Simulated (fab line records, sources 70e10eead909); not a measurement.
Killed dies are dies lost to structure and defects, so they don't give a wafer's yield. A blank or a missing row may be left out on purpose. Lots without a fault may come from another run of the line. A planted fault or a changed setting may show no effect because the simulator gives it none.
Which tool did it? | flow nand_harc | 24 lots, 72 wafers sampled, at 6 steps of a route of 1159

WHAT THE GAUGES READ, wafer by wafer
The record holds no reading of a measuring or inspecting step that can be judged against a usual standard deviation.

WHICH TOOL RAN EACH LOT (tool, then ch and the chambers of the sampled wafers, then the start)
lot  | NHARC_A_STAIRCASE_ETCH_188                    | NHARC_A_STAIRCASE_ETCH_190                    | NHARC_A_STAIRCASE_TRIM_198                    | NHARC_A_STAIRCASE_TRIM_229         | NHARC_A_STAIRCASE_HM_OPEN_460  | NHARC_A_STAIRCASE_ETCH_294
L076 | rie_diel-03 ch 0,2,3, day 11 18:43 or earlier | rie_diel-03 ch 2,3, day 11 18:43 or earlier   | rie_diel-02 ch 1,2, day 11 18:43 or earlier   | rie_diel-03 ch 1,2,3, day 11 18:43 | rie_diel-02 ch 2,3, no start   | rie_diel-02 ch 0,1, no start
L074 | rie_diel-11 ch 1,2,3, day 11 18:56 or earlier | rie_diel-11 ch 0,1,3, day 11 18:56 or earlier | rie_diel-03 ch 0,1,2, day 11 18:56 or earlier | rie_diel-03 ch 1,2,3, day 11 18:56 | rie_diel-02 ch 0,1,3, no start | rie_diel-02 ch 1,2,3, no start
L078 | rie_diel-11 ch 1,3, day 11 21:16 or earlier   | rie_diel-11 ch 2,3, day 11 21:16 or earlier   | rie_diel-02 ch 0,2,3, day 11 21:16 or earlier | rie_diel-02 ch 0,3, day 11 21:16   | rie_diel-02 ch 1,3, no start   | rie_diel-02 ch 0,1,3, no start
L077 | rie_diel-11 ch 0,1,3, day 11 21:03 or earlier | rie_diel-11 ch 0,2,3, day 11 21:03 or earlier | rie_diel-03 ch 0,1,3, day 11 21:03 or earlier | rie_diel-11 ch 0,1,3, day 11 21:03 | rie_diel-11 ch 0,2,3, no start | rie_diel-11 ch 0,1,3, no start
L075 | rie_diel-11 ch 1,2, day 12 01:05 or earlier   | rie_diel-11 ch 0,1, day 12 01:05 or earlier   | rie_diel-11 ch 0,1,2, day 12 01:05 or earlier | rie_diel-03 ch 2,3, day 12 01:05   | rie_diel-03 ch 1,2,3, no start | rie_diel-03 ch 1,3, no start
L079 | rie_diel-11 ch 0,2,3, day 12 06:38 or earlier | rie_diel-11 ch 0,2, day 12 06:38 or earlier   | rie_diel-11 ch 1,2, day 12 06:38 or earlier   | rie_diel-11 ch 0,1,2, day 12 06:38 | rie_diel-03 ch 0,1,3, no start | rie_diel-03 ch 0,1,2, no start
L080 | rie_diel-11 ch 0,2,3, day 12 13:05 or earlier | rie_diel-11 ch 0,3, day 12 13:05 or earlier   | rie_diel-11 ch 1,2, day 12 13:05 or earlier   | rie_diel-02 ch 0,3, day 12 13:05   | rie_diel-11 ch 1,2, no start   | rie_diel-11 ch 1,2, no start
L081 | rie_diel-11 ch 0,2,3, day 13 02:32 or earlier | rie_diel-11 ch 1,2,3, day 13 02:32 or earlier | rie_diel-11 ch 1,2,3, day 13 02:32 or earlier | rie_diel-11 ch 0,2,3, day 13 02:32 | rie_diel-02 ch 1,2,3, no start | rie_diel-02 ch 1,2,3, no start
L083 | rie_diel-11 ch 1,3, day 13 12:46 or earlier   | rie_diel-11 ch 0,2, day 13 12:46 or earlier   | rie_diel-11 ch 0,1,3, day 13 12:46 or earlier | rie_diel-02 ch 0,2,3, day 13 12:46 | rie_diel-11 ch 0,3, no start   | rie_diel-11 ch 1,2,3, no start
L082 | rie_diel-03 ch 1,2,3, day 13 13:33 or earlier | rie_diel-03 ch 2,3, day 13 13:33 or earlier   | rie_diel-03 ch 1,2, day 13 13:33 or earlier   | rie_diel-11 ch 0,2, day 13 13:33   | rie_diel-03 ch 0,2,3, no start | rie_diel-03 ch 2,3, no start
L087 | rie_diel-11 ch 0,2, day 14 15:58 or earlier   | rie_diel-11 ch 0,2,3, day 14 15:58 or earlier | rie_diel-03 ch 0,1,2, day 14 15:58 or earlier | rie_diel-02 ch 0,2,3, day 14 15:58 | rie_diel-11 ch 1,2, no start   | rie_diel-11 ch 1,2, no start
L084 | rie_diel-03 ch 0,1,2, day 14 16:19 or earlier | rie_diel-03 ch 1,2,3, day 14 16:19 or earlier | rie_diel-02 ch 1,2,3, day 14 16:19 or earlier | rie_diel-03 ch 0,1,3, day 14 16:19 | rie_diel-11 ch 0,2,3, no start | rie_diel-11 ch 0,1,3, no start
L085 | rie_diel-11 ch 0,1,3, day 14 19:11 or earlier | rie_diel-11 ch 0,2,3, day 14 19:11 or earlier | rie_diel-11 ch 1,2, day 14 19:11 or earlier   | rie_diel-11 ch 1,2,3, day 14 19:11 | rie_diel-11 ch 0,1, no start   | rie_diel-11 ch 0,2,3, no start
L086 | rie_diel-02 ch 0,2,3, day 14 20:24 or earlier | rie_diel-02 ch 0,2,3, day 14 20:24 or earlier | rie_diel-02 ch 0,2,3, day 14 20:24 or earlier | rie_diel-11 ch 0,1,2, day 14 20:24 | rie_diel-03 ch 1,2,3, no start | rie_diel-03 ch 0,1,3, no start
L090 | rie_diel-11 ch 0,2, day 15 04:38 or earlier   | rie_diel-11 ch 0,2,3, day 15 04:38 or earlier | rie_diel-11 ch 1,2,3, day 15 04:38 or earlier | rie_diel-03 ch 1,2, day 15 04:38   | rie_diel-02 ch 0,1,2, no start | rie_diel-02 ch 0,3, no start
L089 | rie_diel-03 ch 2,3, day 15 05:59 or earlier   | rie_diel-03 ch 0,2,3, day 15 05:59 or earlier | rie_diel-03 ch 1,2, day 15 05:59 or earlier   | rie_diel-02 ch 1,2, day 15 05:59   | rie_diel-03 ch 0,1,3, no start | rie_diel-03 ch 0,2, no start
L091 | rie_diel-02 ch 2,3, day 15 07:44 or earlier   | rie_diel-02 ch 1,2, day 15 07:44 or earlier   | rie_diel-03 ch 0,1,3, day 15 07:44 or earlier | rie_diel-11 ch 0,1,3, day 15 07:44 | rie_diel-11 ch 0,2,3, no start | rie_diel-11 ch 0,1,3, no start
L088 | rie_diel-03 ch 0,2,3, day 15 07:47 or earlier | rie_diel-03 ch 1,2,3, day 15 07:47 or earlier | rie_diel-02 ch 0,1,3, day 15 07:47 or earlier | rie_diel-02 ch 0,2,3, day 15 07:47 | rie_diel-02 ch 0,2,3, no start | rie_diel-02 ch 0,1,3, no start
L092 | rie_diel-11 ch 0,1,3, day 15 19:33 or earlier | rie_diel-11 ch 1,2, day 15 19:33 or earlier   | rie_diel-11 ch 0,2,3, day 15 19:33 or earlier | rie_diel-11 ch 1,2,3, day 15 19:33 | rie_diel-11 ch 0,2,3, no start | rie_diel-11 ch 1,2,3, no start
L093 | rie_diel-11 ch 1,3, day 15 22:50 or earlier   | rie_diel-11 ch 0,3, day 15 22:50 or earlier   | rie_diel-02 ch 0,2,3, day 15 22:50 or earlier | rie_diel-11 ch 0,3, day 15 22:50   | rie_diel-11 ch 0,1, no start   | rie_diel-11 ch 2,3, no start
L094 | rie_diel-03 ch 0,1,3, day 16 01:05 or earlier | rie_diel-03 ch 0,2,3, day 16 01:05 or earlier | rie_diel-03 ch 0,1,2, day 16 01:05 or earlier | rie_diel-11 ch 0,1,3, day 16 01:05 | rie_diel-03 ch 1,2,3, no start | rie_diel-03 ch 1,2,3, no start
L095 | rie_diel-02 ch 0,2,3, day 16 08:59 or earlier | rie_diel-02 ch 2,3, day 16 08:59 or earlier   | rie_diel-02 ch 0,2,3, day 16 08:59 or earlier | rie_diel-02 ch 0,1,2, day 16 08:59 | rie_diel-03 ch 0,2,3, no start | rie_diel-03 ch 0,2, no start
L097 | rie_diel-03 ch 1,3, day 16 16:34 or earlier   | rie_diel-03 ch 1,3, day 16 16:34 or earlier   | rie_diel-03 ch 0,1,3, day 16 16:34 or earlier | rie_diel-02 ch 0,2, day 16 16:34   | rie_diel-03 ch 1,2,3, no start | rie_diel-03 ch 1,2,3, no start
L096 | rie_diel-02 ch 1,2,3, day 16 19:58 or earlier | rie_diel-02 ch 1,2, day 16 19:58 or earlier   | rie_diel-11 ch 0,1,2, day 16 19:58 or earlier | rie_diel-11 ch 0,1,2, day 16 19:58 | rie_diel-02 ch 1,3, no start   | rie_diel-02 ch 0,1, no start
- NHARC_A_STAIRCASE_ETCH_188: etches the open film in C4F8/O2, target depth 100 nm, time 40.5 s.
- NHARC_A_STAIRCASE_ETCH_190: etches the open film in C4F8/O2, target depth 100 nm, time 40.5 s.
- NHARC_A_STAIRCASE_TRIM_198: chemistry O2, time 211.2 s.
- NHARC_A_STAIRCASE_TRIM_229: chemistry O2, time 211.2 s.
- NHARC_A_STAIRCASE_HM_OPEN_460: chemistry O2/COS.
- NHARC_A_STAIRCASE_ETCH_294: etches the open film in C4F8/O2/Ar, target depth 4992 nm, time 1212.4 s.

WHAT THE TOOLS THEMSELVES READ (means of the sampled wafers that have a number; where no wafer has one, the mark that the record gives instead)
NHARC_A_STAIRCASE_ETCH_188.
lot  | tool        | oes_product_au (a.u.) | rf_vpp_V (V)
L076 | rie_diel-03 | 0.925                 | 897
L074 | rie_diel-11 | 0.941                 | 896
L078 | rie_diel-11 | 0.951                 | 896
L077 | rie_diel-11 | 0.943                 | 895
L075 | rie_diel-11 | 0.933                 | 897
L079 | rie_diel-11 | 0.955                 | 891
L080 | rie_diel-11 | 0.928                 | 892
L081 | rie_diel-11 | 0.931                 | 891
L083 | rie_diel-11 | 0.964                 | 896
L082 | rie_diel-03 | 0.945                 | 894
L087 | rie_diel-11 | 0.946                 | 891
L084 | rie_diel-03 | 0.924                 | 896
L085 | rie_diel-11 | 0.924                 | 895
L086 | rie_diel-02 | 0.924                 | 896
L090 | rie_diel-11 | 0.931                 | 890
L089 | rie_diel-03 | 0.934                 | 892
L091 | rie_diel-02 | 0.956                 | 903
L088 | rie_diel-03 | 0.945                 | 896
L092 | rie_diel-11 | 0.955                 | 894
L093 | rie_diel-11 | 0.927                 | 898
L094 | rie_diel-03 | 0.935                 | 892
L095 | rie_diel-02 | 0.930                 | 902
L097 | rie_diel-03 | 0.925                 | 891
L096 | rie_diel-02 | 0.945                 | 898

NHARC_A_STAIRCASE_ETCH_190.
lot  | tool        | oes_product_au (a.u.) | rf_vpp_V (V)
L076 | rie_diel-03 | 0.937                 | 895
L074 | rie_diel-11 | 0.947                 | 894
L078 | rie_diel-11 | 0.938                 | 893
L077 | rie_diel-11 | 0.942                 | 892
L075 | rie_diel-11 | 0.947                 | 896
L079 | rie_diel-11 | 0.957                 | 891
L080 | rie_diel-11 | 0.943                 | 893
L081 | rie_diel-11 | 0.957                 | 895
L083 | rie_diel-11 | 0.951                 | 892
L082 | rie_diel-03 | 0.948                 | 894
L087 | rie_diel-11 | 0.945                 | 892
L084 | rie_diel-03 | 0.922                 | 895
L085 | rie_diel-11 | 0.943                 | 892
L086 | rie_diel-02 | 0.935                 | 896
L090 | rie_diel-11 | 0.935                 | 891
L089 | rie_diel-03 | 0.944                 | 896
L091 | rie_diel-02 | 0.954                 | 899
L088 | rie_diel-03 | 0.953                 | 894
L092 | rie_diel-11 | 0.940                 | 896
L093 | rie_diel-11 | 0.954                 | 892
L094 | rie_diel-03 | 0.948                 | 895
L095 | rie_diel-02 | 0.943                 | 905
L097 | rie_diel-03 | 0.926                 | 890
L096 | rie_diel-02 | 0.949                 | 893

NHARC_A_STAIRCASE_TRIM_198.
lot  | tool        | drypump_motor_current_A (A) | oes_product_au (a.u.) | rf_vpp_V (V) | showerhead_plenum_p_Torr (Torr) | throttle_valve_pct (%)
L076 | rie_diel-02 | 5.8                         | 0.993                 | 57.8         | 3.30                            | 17.042
L074 | rie_diel-03 | 5.6                         | 0.993                 | 57.5         | 3.54                            | 17.034
L078 | rie_diel-02 | 6.2                         | 0.996                 | 57.8         | 3.55                            | 17.037
L077 | rie_diel-03 | 5.4                         | 0.982                 | 57.5         | 3.46                            | 17.034
L075 | rie_diel-11 | 6.1                         | 1.001                 | 57.1         | 3.47                            | 17.034
L079 | rie_diel-11 | 5.9                         | 0.998                 | 58.3         | 3.56                            | 17.047
L080 | rie_diel-11 | 5.9                         | 1.005                 | 58.3         | 3.56                            | 17.024
L081 | rie_diel-11 | 6.1                         | 1.004                 | 58.6         | 3.50                            | 17.039
L083 | rie_diel-11 | 5.9                         | 0.998                 | 57.9         | 3.48                            | 17.041
L082 | rie_diel-03 | 5.6                         | 0.996                 | 58.0         | 3.56                            | 17.036
L087 | rie_diel-03 | 5.6                         | 0.997                 | 57.8         | 3.53                            | 17.041
L084 | rie_diel-02 | 6.2                         | 0.990                 | 58.5         | 3.42                            | 17.040
L085 | rie_diel-11 | 6.2                         | 0.999                 | 57.0         | 3.48                            | 17.038
L086 | rie_diel-02 | 6.2                         | 0.996                 | 58.4         | 3.54                            | 17.040
L090 | rie_diel-11 | 6.0                         | 0.996                 | 57.7         | 3.49                            | 17.038
L089 | rie_diel-03 | 5.6                         | 1.002                 | 57.5         | 3.55                            | 17.032
L091 | rie_diel-03 | 5.4                         | 0.984                 | 56.7         | 3.44                            | 17.037
L088 | rie_diel-02 | 5.8                         | 1.002                 | 58.7         | 3.55                            | 17.022
L092 | rie_diel-11 | 6.1                         | 1.008                 | 58.2         | 3.40                            | 17.040
L093 | rie_diel-02 | 6.2                         | 0.997                 | 58.1         | 3.71                            | 17.040
L094 | rie_diel-03 | 5.6                         | 0.990                 | 57.5         | 3.52                            | 17.040
L095 | rie_diel-02 | 6.2                         | 1.005                 | 57.8         | 3.71                            | 17.038
L097 | rie_diel-03 | 5.4                         | 0.987                 | 57.1         | 3.43                            | 17.038
L096 | rie_diel-11 | 6.0                         | 1.001                 | 57.5         | 3.45                            | 17.035

NHARC_A_STAIRCASE_TRIM_229.
lot  | tool        | drypump_motor_current_A (A) | oes_product_au (a.u.) | rf_vpp_V (V) | showerhead_plenum_p_Torr (Torr) | throttle_valve_pct (%)
L076 | rie_diel-03 | 5.4                         | 0.997                 | 57.6         | 3.48                            | 17.030
L074 | rie_diel-03 | 5.4                         | 0.995                 | 57.7         | 3.48                            | 17.034
L078 | rie_diel-02 | 6.3                         | 0.990                 | 57.5         | 3.70                            | 17.039
L077 | rie_diel-11 | 6.0                         | 1.004                 | 57.7         | 3.49                            | 17.041
L075 | rie_diel-03 | 5.6                         | 1.007                 | 58.4         | 3.56                            | 17.040
L079 | rie_diel-11 | 6.1                         | 0.993                 | 56.9         | 3.47                            | 17.030
L080 | rie_diel-02 | 5.8                         | 0.991                 | 58.0         | 3.68                            | 17.026
L081 | rie_diel-11 | 6.2                         | 0.999                 | 57.7         | 3.41                            | 17.045
L083 | rie_diel-02 | 6.2                         | 0.993                 | 56.8         | 3.54                            | 17.041
L082 | rie_diel-11 | 6.2                         | 1.012                 | 57.3         | 3.38                            | 17.037
L087 | rie_diel-02 | 6.2                         | 0.997                 | 58.8         | 3.54                            | 17.035
L084 | rie_diel-03 | 5.4                         | 0.989                 | 57.7         | 3.44                            | 17.033
L085 | rie_diel-11 | 6.0                         | 0.998                 | 59.0         | 3.50                            | 17.033
L086 | rie_diel-11 | 6.1                         | 0.999                 | 57.9         | 3.46                            | 17.032
L090 | rie_diel-03 | 5.5                         | 0.984                 | 57.1         | 3.47                            | 17.026
L089 | rie_diel-02 | 5.8                         | 1.000                 | 57.9         | 3.46                            | 17.042
L091 | rie_diel-11 | 6.0                         | 1.008                 | 58.3         | 3.47                            | 17.032
L088 | rie_diel-02 | 6.2                         | 1.004                 | 58.5         | 3.72                            | 17.049
L092 | rie_diel-11 | 6.1                         | 1.010                 | 57.6         | 3.49                            | 17.040
L093 | rie_diel-11 | 6.1                         | 1.007                 | 57.6         | 3.38                            | 17.028
L094 | rie_diel-11 | 5.9                         | 1.004                 | 57.3         | 3.47                            | 17.032
L095 | rie_diel-02 | 5.7                         | 1.004                 | 57.3         | 3.58                            | 17.042
L097 | rie_diel-02 | 6.1                         | 1.011                 | 58.6         | 3.75                            | 17.043
L096 | rie_diel-11 | 6.1                         | 1.003                 | 58.3         | 3.45                            | 17.044

NHARC_A_STAIRCASE_HM_OPEN_460.
lot  | tool        | drypump_motor_current_A (A) | oes_product_au (a.u.) | rf_vpp_V (V) | showerhead_plenum_p_Torr (Torr) | throttle_valve_pct (%)
L076 | rie_diel-02 | 6.5                         | 0.998                 | 464.9        | 3.02                            | 28.332
L074 | rie_diel-02 | 5.8                         | 0.989                 | 468.2        | 3.15                            | 28.337
L078 | rie_diel-02 | 6.3                         | 0.986                 | 467.9        | 3.16                            | 28.324
L077 | rie_diel-11 | 6.2                         | 1.007                 | 464.6        | 3.02                            | 28.337
L075 | rie_diel-03 | 5.4                         | 0.993                 | 466.0        | 3.08                            | 28.331
L079 | rie_diel-03 | 5.4                         | 0.991                 | 465.6        | 3.06                            | 28.326
L080 | rie_diel-11 | 6.2                         | 1.003                 | 466.5        | 3.08                            | 28.324
L081 | rie_diel-02 | 6.2                         | 0.997                 | 465.0        | 3.03                            | 28.329
L083 | rie_diel-11 | 6.0                         | 1.011                 | 465.4        | 3.03                            | 28.332
L082 | rie_diel-03 | 5.6                         | 0.994                 | 467.1        | 3.12                            | 28.335
L087 | rie_diel-11 | 6.2                         | 0.993                 | 467.3        | 3.07                            | 28.323
L084 | rie_diel-11 | 6.2                         | 0.998                 | 465.3        | 3.01                            | 28.333
L085 | rie_diel-11 | 5.8                         | 0.991                 | 466.9        | 3.12                            | 28.327
L086 | rie_diel-03 | 5.4                         | 0.991                 | 465.5        | 3.07                            | 28.325
L090 | rie_diel-02 | 5.8                         | 0.997                 | 468.0        | 3.17                            | 28.330
L089 | rie_diel-03 | 5.4                         | 0.982                 | 465.1        | 3.04                            | 28.331
L091 | rie_diel-11 | 6.2                         | 0.994                 | 465.1        | 3.01                            | 28.338
L088 | rie_diel-02 | 6.2                         | 1.000                 | 471.1        | 3.29                            | 28.320
L092 | rie_diel-11 | 6.2                         | 1.005                 | 464.1        | 3.01                            | 28.330
L093 | rie_diel-11 | 5.9                         | 1.008                 | 465.4        | 3.04                            | 28.333
L094 | rie_diel-03 | 5.4                         | 0.993                 | 466.5        | 3.06                            | 28.333
L095 | rie_diel-03 | 5.6                         | 1.002                 | 466.9        | 3.11                            | 28.318
L097 | rie_diel-03 | 5.4                         | 0.999                 | 466.3        | 3.06                            | 28.329
L096 | rie_diel-02 | 6.3                         | 1.004                 | 467.9        | 3.14                            | 28.337

NHARC_A_STAIRCASE_ETCH_294.
lot  | tool        | oes_product_au (a.u.) | rf_vpp_V (V)
L076 | rie_diel-02 | 0.916                 | 1828
L074 | rie_diel-02 | 0.927                 | 1819
L078 | rie_diel-02 | 0.916                 | 1829
L077 | rie_diel-11 | 0.941                 | 1824
L075 | rie_diel-03 | 0.932                 | 1816
L079 | rie_diel-03 | 0.933                 | 1827
L080 | rie_diel-11 | 0.950                 | 1824
L081 | rie_diel-02 | 0.929                 | 1819
L083 | rie_diel-11 | 0.948                 | 1824
L082 | rie_diel-03 | 0.944                 | 1824
L087 | rie_diel-11 | 0.925                 | 1829
L084 | rie_diel-11 | 0.957                 | 1822
L085 | rie_diel-11 | 0.943                 | 1818
L086 | rie_diel-03 | 0.925                 | 1821
L090 | rie_diel-02 | 0.935                 | 1838
L089 | rie_diel-03 | 0.926                 | 1830
L091 | rie_diel-11 | 0.946                 | 1822
L088 | rie_diel-02 | 0.928                 | 1828
L092 | rie_diel-11 | 0.946                 | 1823
L093 | rie_diel-11 | 0.952                 | 1819
L094 | rie_diel-03 | 0.923                 | 1821
L095 | rie_diel-03 | 0.928                 | 1830
L097 | rie_diel-03 | 0.914                 | 1822
L096 | rie_diel-02 | 0.924                 | 1826

THE ANSWER, worked out from the rows above alone
Rule: what is usual is taken from the lots themselves. Put in order of their means at a reading, lots are off if they are a third of the lots or fewer, leave a main group of 4 or more, and stand apart from it by a gap of 3 or more times the standard deviation of the main group's means; of several such gaps the widest counts. A main group whose means are all the same, to the digits that the tables above print for the reading, isn't used. A lot without any number at a reading at which 4 lots or more have one is off too. The other lots that the step has rows for count as sound. The gauges are gone through in route order, then the tools' own readings, and for those a lot's mean is taken as printed above. The first step at which some lot is off is used, and at that step the reading that is off furthest; a lot without a number counts as furthest.
No lot is off at any reading shown: from this, nothing can be told.

WHAT THE SIMULATOR HAD PUT IN
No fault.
